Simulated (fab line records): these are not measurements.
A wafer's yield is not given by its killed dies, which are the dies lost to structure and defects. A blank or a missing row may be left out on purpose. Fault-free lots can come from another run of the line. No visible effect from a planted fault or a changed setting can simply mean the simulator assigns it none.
fab line records	flow nandHarc
record lots=13	wafers=39	lastDay=24
route steps=1159 shown P_GATE@151 END@1159
lots with no fault: from the same line, run without faults
startH: hours from the record's opening day to when the first of the lot's shown wafers began	waitH: time in hours since the lot's previous step	" repeats the value in the row above	L1.1+2: several wafers, shown together as one row	- no value present, or no start provided	* or withheld: withheld	< > ~ a bound
route shown NAME@n: a module of which the file shows steps, and the number in the route of the first	usual: mean/standard deviation taken from wafers without a fault	same: alike in all rows	chamber/n: place in a boat	sites: the reading at each site	_std_site: the standard deviation of these	_edge_site: inner sites' mean taken away from outer sites' mean	radiusMm: for every site, how far away it sits from the centre of the wafer	mask NAME#n: copy n	behind: the most recent tool/chamber to have shaped the wafer	hold: why the lot went on hold/how many hours it stayed there/how the hold came to an end	device: which transistor (n, p or np) failed to switch	end of line: the route-end tests of the same wafers	for a step that has no rows: nothing shown but its recipe	killed: count of dies lost to structure and defects at first sort (not the wafer's yield)	map: the dies of a wafer, with x for killed, . for not killed, _ for no die there
set.NAME: the setting as run; set.NAME@STEP: as run at that earlier step	model.NAME: the simulator's own value behind a step, which no gauge read
a sample of lots followed through the steps of the route, with each step as a table and each wafer as a row
services: from which hour (startH, from the record's first day; less than 0 if before it) a tool's chamber was out of use, for how many hours, and why
## steps
# step NHARC_P_GATE_CD_MEAS_33
# usual cdNm=121.3/2.5
lot.wafer	tool	chamber	startH	waitH	cdNm
L455.1	cdSem-01	-	86.89	-	115.3
L455.4	"	-	"	"	121.1
L455.5	"	-	"	"	119.7
L458.4	cdSem-03	-	104.82	0.1	120.1
L458.5	"	-	"	"	120.1
L458.6	"	-	"	"	123.4
L460.2	cdSem-03	-	123.88	-	122.8
L460.4	"	-	"	"	120.3
L460.6	"	-	"	"	123.4
L461.1	cdSem-01	-	132.90	-	121.3
L461.2	"	-	"	"	127.3
L461.6	"	-	"	"	123.5
L462.2	cdSem-02	-	133.65	-	119.2
L462.3	"	-	"	"	118.1
L462.5	"	-	"	"	119.7
L463.1	cdSem-01	-	138.61	-	123.5
L463.3	"	-	"	"	120.0
L463.6	"	-	"	"	121.5
L468.4	cdSem-01	-	166.18	-	121.8
L468.5	"	-	"	"	122.3
L468.6	"	-	"	"	122.9
L471.1	cdSem-01	-	187.45	-	122.4
L471.2	"	-	"	"	118.9
L471.3	"	-	"	"	123.8
L474.2	cdSem-03	-	201.07	-	123.4
L474.4	"	-	"	"	125.3
L474.6	"	-	"	"	124.1
L473.1	cdSem-03	-	201.70	0.2	123.3
L473.3	"	-	"	"	122.9
L473.4	"	-	"	"	121.3
L475.1	cdSem-02	-	207.27	-	125.6
L475.2	"	-	"	"	120.9
L475.5	"	-	"	"	115.8
L476.2	cdSem-01	-	215.52	-	120.9
L476.4	"	-	"	"	122.2
L476.6	"	-	"	"	120.2
L478.1	cdSem-02	-	233.52	-	121.0
L478.2	"	-	"	"	119.6
L478.3	"	-	"	"	123.8
# step NHARC_P_GATE_STRIP_75
# recipe powerW=1500	tempC=250	chemistry=O2
# usual drypumpMotorCurrentA=5.86/0.25	heaterPowerW=299/9.8
lot.wafer	tool	chamber	startH	waitH	drypumpMotorCurrentA	heaterPowerW	rfHoursCounterH
L455.1	plasmaAsher-01	0	98.72	0.2	5.95	298	55
L455.4	"	1	"	"	5.54	304	-
L455.5	"	0	"	"	5.94	293	-
L458.4	plasmaAsher-02	1	116.59	0.2	6.24	281	-
L458.5	"	1	"	"	6.25	282	-
L458.6	"	0	"	"	5.88	307	-
L460.2	plasmaAsher-01	1	135.66	0.2	5.54	301	8
L460.4	"	1	"	"	5.54	298	-
L460.6	"	0	"	"	5.93	313	-
L461.1	plasmaAsher-02	1	144.79	0.2	6.24	295	45
L461.2	"	0	"	"	5.87	307	45
L461.6	"	1	"	"	6.23	287	-
L462.2	plasmaAsher-02	1	145.43	0.2	6.24	290	45
L462.3	"	0	"	"	5.88	315	-
L462.5	"	1	"	"	6.24	282	-
L463.1	plasmaAsher-01	1	150.29	0.2	5.54	290	14
L463.3	"	0	"	"	5.96	315	-
L463.6	"	1	"	"	5.54	294	-
L468.4	plasmaAsher-02	0	178.13	0.1	5.84	303	-
L468.5	"	1	"	"	6.23	286	-
L468.6	"	0	"	"	5.88	301	-
L471.1	plasmaAsher-02	1	199.32	0.3	6.22	276	1
L471.2	"	0	"	"	5.86	296	1
L471.3	"	0	"	"	5.88	301	-
L474.2	plasmaAsher-01	0	212.82	0.2	5.96	315	40
L474.4	"	1	"	"	5.52	300	-
L474.6	"	0	"	"	5.96	302	-
L473.1	plasmaAsher-01	1	213.48	0.3	5.54	298	41
L473.4	"	1	"	"	5.53	297	-
L473.3	"	0	"	"	5.97	307	-
L475.1	plasmaAsher-02	0	219.07	0.3	5.86	307	8
L475.2	"	1	"	"	6.24	284	8
L475.5	"	1	"	"	6.22	287	-
L476.2	plasmaAsher-01	0	227.35	0.2	5.99	310	45
L476.4	"	1	"	"	5.52	297	-
L476.6	"	0	"	"	5.95	310	-
L478.1	plasmaAsher-02	0	245.26	0.3	5.88	303	15
L478.2	"	1	"	"	6.23	282	15
L478.3	"	0	"	"	5.85	295	-
# step NHARC_P_GATE_EXPOSE_56
# recipe na=0.6	targetCdNm=720	doseMj=14.81	maskId=P_PSD
lot.wafer	tool	chamber	startH	waitH	mask
L455.1+4+5	krfScanner-04	0	99.47	-	P_PSD#0
L458.4+5+6	krfScanner-01	0	117.35	-	P_PSD#0
L460.2+4+6	krfScanner-01	0	136.43	-	P_PSD#0
L461.1+2+6	krfScanner-03	0	145.56	-	P_PSD#0
L462.2+3+5	krfScanner-01	0	146.21	-	P_PSD#0
L463.1+3+6	krfScanner-03	0	151.07	-	P_PSD#0
L468.4+5+6	krfScanner-01	0	178.89	-	P_NSD#0
L471.1+2+3	krfScanner-01	0	199.97	-	P_PSD#0
L474.2+4+6	krfScanner-03	0	213.60	-	P_PSD#0
L473.1+3+4	krfScanner-01	0	214.25	-	P_PSD#0
L475.1+2+5	krfScanner-04	0	219.84	-	P_PSD#0
L476.2+4+6	krfScanner-04	0	228.12	-	P_PSD#0
L478.1+2+3	krfScanner-03	0	246.03	-	P_PSD#0
# step NHARC_P_GATE_CD_MEAS_59
# recipe targetCdNm=720	landingEnergyEv=500
# usual cdNm=719.3/1.6
lot.wafer	tool	chamber	startH	waitH	cdNm
L455.1	cdSem-02	0	99.63	-	721.8
L455.4	"	0	"	"	717.7
L455.5	"	0	"	"	718.4
L458.4	cdSem-02	0	117.50	-	719.5
L458.5	"	0	"	"	720.4
L458.6	"	0	"	"	720.8
L460.2	cdSem-03	0	136.59	-	719.5
L460.4	"	0	"	"	718.8
L460.6	"	0	"	"	721.6
L461.1	cdSem-01	0	145.72	-	722.0
L461.2	"	0	"	"	719.7
L461.6	"	0	"	"	718.3
L462.2	cdSem-02	0	146.37	-	720.3
L462.3	"	0	"	"	721.8
L462.5	"	0	"	"	723.0
L463.1	cdSem-03	0	151.23	-	717.4
L463.3	"	0	"	"	718.3
L463.6	"	0	"	"	720.0
L468.4	cdSem-03	0	179.04	-	-
L468.5	"	0	"	"	-
L468.6	"	0	"	"	-
L471.1	cdSem-03	0	200.13	-	719.9
L471.2	"	0	"	"	718.3
L471.3	"	0	"	"	717.3
L474.2	cdSem-02	0	213.76	-	719.8
L474.4	"	0	"	"	720.4
L474.6	"	0	"	"	722.0
L473.1	cdSem-03	0	214.40	-	717.2
L473.3	"	0	"	"	720.2
L473.4	"	0	"	"	717.0
L475.1	cdSem-03	0	219.99	-	715.4
L475.2	"	0	"	"	716.2
L475.5	"	0	"	"	716.3
L476.2	cdSem-03	0	228.28	-	719.8
L476.4	"	0	"	"	718.1
L476.6	"	0	"	"	717.3
L478.1	cdSem-03	0	246.19	-	719.9
L478.2	"	0	"	"	720.6
L478.3	"	0	"	"	719.5
# step NHARC_P_GATE_DESCUM_93
# recipe timeS=3	o2FlowSccm=200	arFlowSccm=0	biasPowerW=0	chemistry=O2
# usual drypumpMotorCurrentA=5.8/0.5	mfcArSccm=0.008/0.012	oesProductAu=0.995/0.0099	rfVppV=57.8/0.83	showerheadPlenumPTorr=1.95/0.082	throttleValvePct=11.312/0.01
lot.wafer	tool	chamber	startH	waitH	drypumpMotorCurrentA	mfcArSccm	oesProductAu	rfHoursCounterH	rfVppV	showerheadPlenumPTorr	throttleValvePct
L455.1	rieDiel-12	3	101.62	-	5.3	0	0.985	12	57.7	2.02	11.309
L455.4	"	1	"	"	6.1	0.022	0.987	-	58.4	2.00	11.299
L455.5	"	3	"	"	5.2	0	0.987	-	58.2	2.02	11.336
L458.4	rieDiel-12	3	119.32	-	5.2	0	0.996	-	57.3	2.02	11.317
L458.6	"	1	"	"	6.2	0.022	0.986	-	58.0	1.99	11.310
L458.5	"	2	"	"	6.3	0	1.013	-	59.2	2.06	11.315
L460.4	rieDiel-13	3	138.50	-	5.4	0.039	1.012	10	57.3	1.92	11.311
L460.2	"	1	"	"	5.7	0.011	0.993	11	57.9	2.07	11.316
L460.6	"	2	"	"	6.3	0	0.990	-	57.9	1.84	11.303
L461.2	rieDiel-13	0	147.59	-	5.9	0	0.988	13	58.7	1.97	11.304
L461.1	"	2	"	"	6.3	0	1.000	14	57.7	1.84	11.323
L461.6	"	1	"	"	5.7	0.011	0.987	-	58.5	2.07	11.310
L462.2	rieDiel-09	2	148.42	-	5.3	0	0.998	21	58.6	2.00	11.315
L462.3	"	3	"	"	5.3	0.008	0.977	23	58.1	1.98	11.309
L462.5	"	0	"	"	5.7	0	0.985	-	56.5	1.81	11.300
L463.1	rieDiel-09	2	153.03	-	5.3	0	1.007	22	58.0	2.00	11.313
L463.3	"	3	"	"	5.3	0.008	1.000	24	57.8	1.98	11.308
L463.6	"	0	"	"	5.7	0	0.994	-	60.2	1.81	11.323
L468.4	rieDiel-13	2	181.18	-	6.4	0	1.006	29	56.4	1.84	11.304
L468.5	"	1	"	"	5.7	0.011	0.987	-	57.8	2.07	11.317
L468.6	"	2	"	"	6.4	0	0.995	-	56.6	1.84	11.309
L471.1	rieDiel-13	3	201.88	-	5.4	0.039	1.002	32	57.4	1.91	11.307
L471.2	"	1	"	"	5.7	0.011	0.990	33	58.1	2.07	11.321
L471.3	"	2	"	"	6.3	0	0.989	34	57.0	1.84	11.308
L474.2	rieDiel-12	2	215.52	-	6.3	0	0.997	2	57.1	2.05	11.299
L474.4	"	3	"	"	5.3	0	1.001	2	58.4	2.02	11.322
L474.6	"	1	"	"	6.2	0.022	0.989	-	57.3	1.99	11.301
L473.3	rieDiel-09	3	216.27	-	5.3	0.008	0.994	51	58.1	1.97	11.321
L473.1	"	0	"	"	5.7	0	0.982	50	57.7	1.80	11.328
L473.4	"	1	"	"	6.8	0	0.983	45	58.7	1.91	11.300
L475.1	rieDiel-12	2	221.86	-	6.3	0	1.002	3	58.4	2.05	11.324
L475.2	"	1	"	"	6.2	0.022	1.004	2	58.8	1.99	11.324
L475.5	"	2	"	"	6.3	0	1.010	-	59.5	2.05	11.322
L476.4	rieDiel-09	0	230.17	-	5.8	0	0.986	56	57.9	1.80	11.319
L476.2	"	1	"	"	6.8	0	0.995	51	58.9	1.91	11.332
L476.6	"	3	"	"	5.3	0.008	1.002	-	59.0	1.97	11.314
L478.1	rieDiel-09	1	248.07	-	6.8	0	0.986	55	57.4	1.91	11.292
L478.3	"	3	"	"	5.3	0.008	1.001	60	56.7	1.97	11.309
L478.2	"	0	"	"	5.7	0	0.975	61	55.9	1.79	11.295
# step NHARC_END_SORT_01
# recipe tempC=25
# usual killedAtArray=29/9.4	killedAtOther=0.7/1.3	killedAtPeriphery=2.9/2.1	killedDies=32/9	killedOpen=3.3/1.8	killedShort=1.9/1.4
# same grossDies=677
lot.wafer	tool	chamber	startH	waitH	killedAtArray	killedAtOther	killedAtPeriphery	killedDies	killedOpen	killedShort
L468.4	prober-01	0	521.19	3.4	21	1	655	677	3	2
L468.5	prober-01	0	522.00	3.7	29	2	646	677	7	1
L468.6	prober-01	0	522.80	4.0	15	1	661	677	4	0
# killed by level:class
L468.4 P_GATE:areaExpose=648 A_CHANNEL_HOLE_D1:chamberFilmFlake=9 A_CONTACT:chamberFilmFlake=4 P_M1:chamberFilmFlake=3 A_M1:chamberFilmFlake=3 P_BONDPAD:chamberFilmFlake=2 A_STAIRCASE:chamberFilmFlake=2 P_GATE:geometricParticle:open=1
L468.5 P_GATE:areaExpose=641 A_M1:chamberFilmFlake=8 A_CONTACT:chamberFilmFlake=7 A_CHANNEL_HOLE_D1:chamberFilmFlake=6 A_M0:geometricParticle:open=2 P_BONDPAD:chamberFilmFlake=2 THIN_TSV:chamberFilmFlake=2 P_CONTACT:geometricParticle:open=1
L468.6 P_GATE:areaExpose=657 A_CHANNEL_HOLE_D1:chamberFilmFlake=6 P_BONDPAD:chamberFilmFlake=3 A_M1:chamberFilmFlake=3 A_CONTACT:geometricParticle:open=2 A_STAIRCASE:chamberFilmFlake=2 P_M0:geometricParticle:open=1 A_ONON_D1:geometricParticle:open=1
## services
tool	chamber	startH	hours	kind
rieDiel-13	-	75.81	0.4	repair
rieDiel-09	-	77.16	9.0	pm
rieDiel-13	-	79.63	0.4	repair
krfScanner-01	-	84.00	4.0	pm
plasmaAsher-01	-	99.00	9.0	pm
rieDiel-13	-	99.00	9.0	pm
krfScanner-03	-	100.26	0.5	repair
rieDiel-12	2	101.17	3.5	repair
rieDiel-12	0	112.39	14.9	repair
rieDiel-13	-	154.72	0.8	repair
krfScanner-03	-	168.00	4.0	pm
krfScanner-01	-	171.49	0.5	repair
plasmaAsher-02	-	178.54	2.7	repair
plasmaAsher-02	-	183.41	9.0	pm
plasmaAsher-02	-	196.90	2.1	repair
rieDiel-13	0	199.13	4.1	repair
rieDiel-12	-	202.40	9.0	pm
krfScanner-03	-	204.11	3.0	repair
krfScanner-01	-	216.76	1.9	repair
rieDiel-12	3	225.81	4.9	repair
plasmaAsher-01	-	233.44	3.1	repair
krfScanner-01	-	235.47	7.3	repair
plasmaAsher-02	-	237.72	1.6	repair
rieDiel-09	-	238.48	0.9	repair
## key
firstSign step=NHARC_P_GATE_EXPOSE_56	reading=mask	direction=changed
effect step=NHARC_P_GATE_CD_MEAS_59	reading=cdNm	direction=missing
effect step=NHARC_END_SORT_01	reading=killedAtPeriphery	direction=up	sigmas=99+	usual=2.9	struck=654
moreKillsBornAt NHARC_P_GATE_EXPOSE_56@krfScanner-01=1946
metAt NHARC_P_GATE_EXPOSE_56
struckLots L468
laterRowsLeftOut L468.4,L468.5,L468.6
testerLeftOut L468
notActingAt NHARC_P_GATE_CD_MEAS_33,NHARC_P_GATE_STRIP_75,NHARC_P_GATE_DESCUM_93
onsetBetween 146.21 178.89
fault kind=wrongMask	tool=any	chamber=-	onsetH=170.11	steps=NHARC_P_GATE_EXPOSE_56	auxCopy=P_NSD#0	scope=struckLotsOnly
# testerLeftOut: of these lots the tester's yield and bins aren't shown, on N5 and GAA mostly nor the transistor test; their killed dies are dies lost to structure and defects alone, not to doping, threshold or leakage, so they don't give the yield
# laterRowsLeftOut: the simulator's readings of these wafers behind a module that went badly wrong aren't trusted and aren't shown, but for the sort
